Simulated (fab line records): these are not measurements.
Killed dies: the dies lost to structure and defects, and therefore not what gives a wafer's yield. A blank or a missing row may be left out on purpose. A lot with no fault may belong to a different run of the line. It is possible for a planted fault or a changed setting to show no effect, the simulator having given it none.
fab line records | flow n5-finfet
record lots=5 | wafers=15 | last-day=19
route steps=1938 shown MOL_CONTACT_COAG@550 BEOL_M4@1111
lots that met no fault: from a run of the same line without faults
start-h: hours from the record's opening day to when the first of the lot's shown wafers began | wait-h: how many hours have passed since the lot's step before this one | " same as the row above | L1.1+2: a row that stands for several wafers | - no value, or no start given | * or withheld: withheld | < > ~ a bound
route shown NAME@n: a module of which the file shows steps, and the number in the route of the first | usual: mean/standard deviation taken from wafers without a fault | same: alike in all rows | chamber/n: place in a boat | sites: per-site readings | _std_site: the standard deviation of these | _edge_site: inner sites' mean taken away from outer sites' mean | radius-mm: how far each site lies from the wafer's centre | mask NAME#n: copy n | behind: the tool/chamber that last shaped the wafer | hold: reason for holding the lot/hours on hold/outcome of the hold | device: transistor that didn't switch, given as n, p or np | end of line: tests of these same wafers at the route's end | a step given without rows: its recipe and nothing more | killed: dies that structure and defects cost at the first sort, which is not the same as the wafer's yield | map: a wafer's dies, x killed, . not, _ none there
set.NAME: setting as actually run; set.NAME@STEP: the setting as run at that earlier step | model.NAME: the simulator's own value behind a step, which no gauge read
certain route steps with their lots: each step a table, each wafer a row
services: the hour from which a tool's chamber was out of use, counted from the record's first day as start-h (under 0 if before that day), plus the number of hours and why
## steps
# step N5_MOL_CONTACT_COAG_PRE_CLEAN_142
# recipe gas=H2/He | time-s=60 | temp-c=300
# usual heater-power-w=458/46
lot.wafer | tool           | chamber | start-h | wait-h | heater-power-w
L839.2    | pvd-sputter-01 | -       | 104.06  | 0.7    | 431
L839.3    | "              | -       | "       | "      | 452
L839.6    | "              | -       | "       | "      | 501
L842.1    | pvd-sputter-02 | -       | 119.36  | 1.2    | 460
L842.3    | "              | -       | "       | "      | 562
L842.4    | "              | -       | "       | "      | 505
L855.1    | pvd-sputter-01 | -       | 194.86  | 1.7    | 405
L855.2    | "              | -       | "       | "      | 435
L855.6    | "              | -       | "       | "      | 408
L858.3    | pvd-sputter-01 | -       | 213.84  | 2.4    | 513
L858.5    | "              | -       | "       | "      | 510
L858.6    | "              | -       | "       | "      | 454
L861.1    | pvd-sputter-01 | -       | 229.10  | 1.5    | 502
L861.3    | "              | -       | "       | "      | 439
L861.5    | "              | -       | "       | "      | 448
# step N5_MOL_CONTACT_COAG_SPUTTER_130
# recipe material=Co | target-thk-a=475 | temp-c=25 | chamber-pressure-pa=0.5 | power-w=3000
# usual throttle-valve-pct=30.0/1.2
lot.wafer | tool           | chamber | start-h | wait-h | throttle-valve-pct
L839.2    | pvd-sputter-01 | -       | 104.12  | 0.0    | 30.7
L839.3    | "              | -       | "       | "      | 27.7
L839.6    | "              | -       | "       | "      | 28.9
L842.1    | pvd-sputter-02 | -       | 119.42  | 0.0    | 31.6
L842.3    | "              | -       | "       | "      | 31.4
L842.4    | "              | -       | "       | "      | 28.9
L855.1    | pvd-sputter-01 | -       | 194.92  | 0.0    | 30.4
L855.2    | "              | -       | "       | "      | 31.0
L855.6    | "              | -       | "       | "      | 30.1
L858.3    | pvd-sputter-01 | -       | 213.90  | 0.0    | 29.3
L858.5    | "              | -       | "       | "      | 29.3
L858.6    | "              | -       | "       | "      | 28.0
L861.1    | pvd-sputter-01 | -       | 229.16  | 0.0    | 29.0
L861.3    | "              | -       | "       | "      | 27.6
L861.5    | "              | -       | "       | "      | 27.4
# step N5_MOL_CONTACT_COAG_PRECLEAN_125
# recipe chemistry=DIW | time-s=57.5 | temp-c=23
# step N5_MOL_CONTACT_COAG_SRD_126
# recipe dry-time-s=32 | dry=n2-spin | spin-rpm=1500
# step N5_MOL_CONTACT_COAG_CMP_23
# recipe stop-on=SiO2 | t-overpolish-s=1.5 | post-cmp-clean=cu-alkaline | down-force-psi=2 | platen-rpm=50.289 | pad-velocity-m-s=1.0006 | target-thk-nm=0
# usual motor-current-A=8.0/0.66 | overpolish-run-s=1.500/0.0088 | time-to-endpoint-s=9.5/1.8
lot.wafer | tool   | chamber | start-h | wait-h | motor-current-A | overpolish-run-s | time-to-endpoint-s
L839.2    | cmp-04 | 2       | 104.30  | 0.0    | 9.3             | 1.521            | 10.2
L839.3    | "      | 0       | "       | "      | 7.5             | 1.490            | 11.5
L839.6    | "      | 2       | "       | "      | 9.1             | 1.505            | 11.8
L842.4    | cmp-02 | 0       | 119.60  | 0.0    | 7.5             | 1.489            | 9.0
L842.3    | "      | 1       | "       | "      | 7.2             | 1.496            | 11.0
L842.1    | "      | 3       | "       | "      | 8.2             | 1.492            | 11.4
L855.2    | cmp-02 | 2       | 195.10  | 0.0    | 8.7             | 1.493            | 7.0
L855.1    | "      | 1       | "       | "      | 7.2             | 1.498            | 7.9
L855.6    | "      | 2       | "       | "      | 8.2             | 1.509            | 10.4
L858.3    | cmp-01 | 2       | 214.16  | 0.1    | 7.7             | 1.515            | 11.4
L858.6    | "      | 0       | "       | "      | 7.7             | 1.503            | 11.1
L858.5    | "      | 1       | "       | "      | 9.2             | 1.489            | 7.8
L861.3    | cmp-04 | 3       | 229.38  | 0.1    | 8.0             | 1.501            | 8.4
L861.1    | "      | 1       | "       | "      | 8.5             | 1.501            | 10.4
L861.5    | "      | 3       | "       | "      | 7.8             | 1.505            | 8.2
# step N5_MOL_CONTACT_COAG_WET_ETCH_26
# recipe target=Co | target-depth-nm=13
# step N5_MOL_CONTACT_COAG_WET_ETCH_116
# recipe chemistry=SC1-inhibited | target-depth-nm=4.6 | dry=ipa-marangoni | rinse-time-s=30 | rinse-temp-c=23
# step N5_MOL_CONTACT_COAG_ALD_27
# recipe material=SiOC | target-thk-a=170 | temp-c=400 | ald-precursor-family=carbosiloxane | ald-co-reactant=H2-plasma | pulse-time-s=1.5 | time-s=2720 | purge-time-s=2 | co-reactant-purge-time-s=2 | ald-cycles=340 | pressure-torr=2
# usual chamber-pressure-Torr=2.000/0.0039 | heater-power-w=874/110 | precursor-pulse-height-rel=0.999/0.02 | susceptor-temp-C=400.01/0.21
lot.wafer | tool       | chamber | start-h | wait-h | chamber-pressure-Torr | heater-power-w | precursor-pulse-height-rel | susceptor-temp-C
L839.2    | ald-sin-03 | 0       | 105.12  | 0.0    | 2.000                 | 748            | 0.962                      | 399.98
L839.3    | "          | 1       | "       | "      | 1.997                 | 687            | 0.982                      | 399.96
L839.6    | "          | 3       | "       | "      | 2.000                 | 1017           | 0.999                      | 399.75
L842.1    | ald-sin-04 | 0       | 120.42  | 0.0    | 2.000                 | 828            | 1.001                      | 400.26
L842.3    | "          | 1       | "       | "      | 1.997                 | 897            | 1.005                      | 400.14
L842.4    | "          | 3       | "       | "      | 2.005                 | 982            | 0.965                      | 400.11
L855.1    | ald-sin-03 | 1       | 195.93  | 0.0    | 2.005                 | 704            | 0.984                      | 400.19
L855.2    | "          | 3       | "       | "      | 2.004                 | 1049           | 0.985                      | 400.31
L855.6    | "          | 1       | "       | "      | 2.000                 | 697            | 1.009                      | 399.76
L858.3    | ald-sin-02 | 3       | 215.22  | 0.3    | 2.008                 | 1013           | 1.004                      | 399.45
L858.5    | "          | 1       | "       | "      | 2.006                 | 859            | 0.981                      | 399.89
L858.6    | "          | 2       | "       | "      | 1.993                 | 994            | 0.993                      | 400.02
L861.1    | ald-sin-04 | 1       | 230.69  | 0.0    | 1.998                 | 921            | 0.991                      | 399.74
L861.3    | "          | 2       | "       | "      | 2.001                 | 809            | 0.986                      | 400.16
L861.5    | "          | 3       | "       | "      | 2.000                 | 972            | 1.008                      | 399.62
# step N5_MOL_CONTACT_COAG_CMP_28
# recipe stop-on=SiNx | t-overpolish-s=0.85 | post-cmp-clean=alkaline-brush | down-force-psi=4.15 | platen-rpm=51.8 | pad-velocity-m-s=1.0307 | target-thk-nm=14.522
# usual motor-current-A=12.3/1.1 | time-to-endpoint-s=5.0/2
lot.wafer | tool   | chamber | start-h | wait-h | motor-current-A | time-to-endpoint-s
L839.2    | cmp-02 | 3       | 106.69  | 0.8    | 13.2            | 5.4
L839.3    | "      | 0       | "       | "      | 11.4            | 2.1
L839.6    | "      | 3       | "       | "      | 12.6            | 6.1
L842.4    | cmp-02 | 1       | 122.01  | 0.8    | 11.0            | 7.9
L842.3    | "      | 3       | "       | "      | 12.8            | 7.4
L842.1    | "      | 0       | "       | "      | 12.2            | 7.8
L855.2    | cmp-04 | 1       | 197.50  | 0.8    | 12.7            | 3.2
L855.1    | "      | 3       | "       | "      | 11.9            | 1.1
L855.6    | "      | 1       | "       | "      | 12.5            | 2.5
L858.3    | cmp-02 | 3       | 216.83  | 0.8    | 12.6            | 7.0
L858.5    | "      | 2       | "       | "      | 12.6            | 4.3
L858.6    | "      | 3       | "       | "      | 12.5            | 3.3
L861.1    | cmp-01 | 3       | 232.25  | 0.8    | 10.7            | 1.9
L861.3    | "      | 1       | "       | "      | 13.8            | 4.4
L861.5    | "      | 3       | "       | "      | 10.8            | 5.5
# step N5_MOL_CONTACT_COAG_THK_MEAS_29
# recipe reads=SiNx_of_GATE_CUT_PECVD_57+SiNx_of_GATE_CUT_SAC_CAP_01
# usual MD_CAP_THK=17.91/0.072
lot.wafer | tool          | chamber | start-h | wait-h | MD_CAP_THK[nm]
L839.2    | film-metro-01 | -       | 106.99  | -      | 17.94
L839.3    | "             | -       | "       | "      | 17.88
L839.6    | "             | -       | "       | "      | 17.89
L842.1    | film-metro-01 | -       | 122.30  | -      | 17.94
L842.3    | "             | -       | "       | "      | 17.96
L842.4    | "             | -       | "       | "      | 17.90
L855.1    | film-metro-01 | -       | 197.79  | -      | 17.93
L855.2    | "             | -       | "       | "      | 17.97
L855.6    | "             | -       | "       | "      | 17.93
L858.3    | film-metro-02 | -       | 217.08  | -      | 17.88
L858.5    | "             | -       | "       | "      | 17.97
L858.6    | "             | -       | "       | "      | 17.73
L861.1    | film-metro-01 | -       | 232.55  | -      | 17.92
L861.3    | "             | -       | "       | "      | 17.88
L861.5    | "             | -       | "       | "      | 17.94
# step N5_MOL_CONTACT_COAG_ALD_123
# recipe material=SiNx | target-thk-a=50 | temp-c=400 | ald-precursor-family=SiH2I2 | ald-co-reactant=N2/H2-plasma | pulse-time-s=1 | purge-time-s=2 | co-reactant-purge-time-s=2 | ald-cycles=100 | pressure-torr=2
# usual chamber-pressure-Torr=2.000/0.0042 | heater-power-w=865/100 | precursor-pulse-height-rel=1.001/0.021 | susceptor-temp-C=400.00/0.23
lot.wafer | tool       | chamber | start-h | wait-h | chamber-pressure-Torr | heater-power-w | precursor-pulse-height-rel | susceptor-temp-C
L839.2    | ald-sin-02 | 0       | 107.16  | 0.2    | 1.997                 | 736            | 0.999                      | 399.82
L839.3    | "          | 2       | "       | "      | 2.000                 | 993            | 1.031                      | 399.92
L839.6    | "          | 0       | "       | "      | 1.994                 | 733            | 0.989                      | 400.04
L842.1    | ald-sin-03 | 0       | 122.34  | 0.0    | 2.007                 | 726            | 0.990                      | 399.92
L842.3    | "          | 2       | "       | "      | 2.000                 | 1033           | 0.986                      | 418.22
L842.4    | "          | 3       | "       | "      | 1.991                 | 1029           | 1.017                      | 400.49
L855.1    | ald-sin-04 | 0       | 197.83  | 0.0    | 2.005                 | 811            | 1.036                      | 400.32
L855.2    | "          | 1       | "       | "      | 1.992                 | 911            | 1.011                      | 400.08
L855.6    | "          | 0       | "       | "      | 2.002                 | 828            | 0.973                      | 400.32
L858.3    | ald-sin-03 | 2       | 217.12  | 0.0    | 2.000                 | 968            | 0.981                      | 399.93
L858.5    | "          | 1       | "       | "      | 2.003                 | 698            | 0.996                      | 399.96
L858.6    | "          | 0       | "       | "      | 1.996                 | 767            | 1.048                      | 400.25
L861.1    | ald-sin-02 | 2       | 232.59  | 0.0    | 2.001                 | 969            | 1.002                      | 399.70
L861.3    | "          | 3       | "       | "      | 1.999                 | 978            | 0.967                      | 400.06
L861.5    | "          | 0       | "       | "      | 1.999                 | 755            | 1.034                      | 399.92
# step N5_MOL_CONTACT_COAG_PECVD_31
# recipe material=SiO2 | target-thk-a=460 | temp-c=400 | precursor=TEOS/O2 | pressure-torr=6.5 | rf-w=withheld | teos-flow-sccm=withheld | gas=O2 | flow-sccm=2650 | time-s=8.9
# step N5_BEOL_M4_RC_MEAS_101
# usual DIBL_N=35.9/1.3 | DIBL_P=35.9/1.5 | IOFF_N=0.152/0.023 | IOFF_P=0.204/0.027 | ION_N=673/9.2 | ION_P=462/6.7 | SS_N=71.4/0.48 | SS_P=73.2/0.55 | VT_N=250.3/2.6 | VT_P=-250.6/3
lot.wafer | tool      | chamber | start-h | wait-h | DIBL_N[mV/V] | DIBL_P[mV/V] | IOFF_N[nA/um] | IOFF_P[nA/um] | ION_N[uA/um] | ION_P[uA/um] | SS_N[mV/dec] | SS_P[mV/dec] | VT_N[mV] | VT_P[mV]
L839.2    | prober-01 | 0       | 186.90  | 0.2    | 36.3         | 36.8         | 0.184         | 0.213         | 683          | 467          | 71.4         | 73.1         | 248.1    | -252.1
L839.3    | "         | 0       | "       | "      | 36.2         | 37.6         | 0.185         | 0.225         | 687          | 459          | 70.6         | 73.6         | 247.5    | -253.5
L839.6    | "         | 0       | "       | "      | 36.2         | 37.2         | 0.184         | 0.215         | 670          | 458          | 71.2         | 73.9         | 245.4    | -253.0
L842.1    | prober-01 | 0       | 213.05  | 0.0    | 35.6         | 35.9         | 0.123         | 0.171         | 667          | 460          | 70.5         | 73.1         | 254.2    | -253.6
L842.3    | "         | 0       | "       | "      | 36.8         | 37.1         | 0.144         | 0.203         | 658          | 457          | 70.9         | 73.4         | 252.0    | -251.7
L842.4    | "         | 0       | "       | "      | 35.9         | 36.0         | 0.131         | 0.174         | 670          | 456          | 70.7         | 73.5         | 253.7    | -253.1
L855.1    | prober-01 | 0       | 302.47  | 0.0    | 35.7         | 35.4         | 0.126         | 0.161         | 666          | 450          | 71.0         | 73.3         | 252.6    | -252.7
L855.2    | "         | 0       | "       | "      | 37.3         | 37.8         | 0.156         | 0.186         | 678          | 459          | 70.8         | 72.8         | 248.4    | -252.4
L855.6    | "         | 0       | "       | "      | 36.9         | 37.2         | 0.146         | 0.183         | 674          | 461          | 71.3         | 72.9         | 247.5    | -251.7
L858.3    | prober-02 | 0       | 305.78  | 0.3    | 35.8         | 36.8         | 0.156         | 0.192         | 682          | 466          | 71.3         | 73.1         | 251.0    | -251.5
L858.5    | "         | 0       | "       | "      | 36.3         | 36.9         | 0.171         | 0.197         | 675          | 458          | 71.6         | 73.2         | 247.3    | -253.1
L858.6    | "         | 0       | "       | "      | 36.4         | 37.0         | 0.172         | 0.190         | 680          | 464          | 71.6         | 73.4         | 247.0    | -253.9
L861.1    | prober-02 | 0       | 334.64  | 0.0    | 37.9         | 37.5         | 0.177         | 0.282         | 669          | 468          | 72.8         | 72.9         | 250.0    | -243.7
L861.3    | "         | 0       | "       | "      | 34.3         | 32.7         | 0.112         | 0.196         | 658          | 464          | 71.4         | 71.8         | 255.1    | -245.7
L861.5    | "         | 0       | "       | "      | 36.2         | 35.5         | 0.143         | 0.233         | 660          | 462          | 71.5         | 72.5         | 252.8    | -244.6
## services
tool       | chamber | start-h | hours | kind
ald-sin-04 | 1       | 82.27   | 4.2   | repair
cmp-04     | -       | 84.86   | 0.3   | repair
ald-sin-04 | -       | 85.25   | 14.0  | pm
cmp-04     | -       | 87.41   | 1.7   | repair
cmp-02     | -       | 94.18   | 2.6   | repair
cmp-02     | -       | 99.98   | 5.3   | repair
cmp-01     | -       | 122.00  | 5.7   | pm
cmp-04     | -       | 136.09  | 0.9   | repair
ald-sin-03 | 2       | 138.47  | 10.7  | repair
cmp-02     | -       | 139.93  | 1.2   | repair
cmp-02     | -       | 149.79  | 7.9   | repair
ald-sin-02 | -       | 166.41  | 0.8   | pm
ald-sin-03 | -       | 177.34  | 14.0  | pm
cmp-02     | -       | 182.65  | 1.8   | repair
ald-sin-04 | 3       | 188.83  | 10.3  | repair
cmp-04     | -       | 192.98  | 3.4   | pm
cmp-01     | -       | 195.17  | 1.2   | repair
cmp-02     | -       | 197.24  | 7.9   | pm
ald-sin-02 | 1       | 223.34  | 16.5  | repair
ald-sin-04 | -       | 223.41  | 1.2   | repair
cmp-02     | -       | 227.28  | 4.0   | pm
ald-sin-02 | 2       | 228.06  | 3.2   | repair
cmp-02     | -       | 231.28  | -     | consumable-replace:conditioner
cmp-02     | -       | 231.28  | -     | consumable-replace:pad
## key
first-sign step=N5_MOL_CONTACT_COAG_ALD_123 | reading=susceptor-temp-C | direction=up | sigmas=78 | usual=* | struck=*
effect none on later readings
met-at N5_MOL_CONTACT_COAG_ALD_123
struck-wafers L842.3
fault kind=process-parameter-drift | tool=ald-sin-03 | chamber=2 | onset-h=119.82 | steps=N5_MOL_CONTACT_COAG_ALD_123 | channel=temp-c | offset=* | shape=step | end-h=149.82 | acts-in=* | stated=*
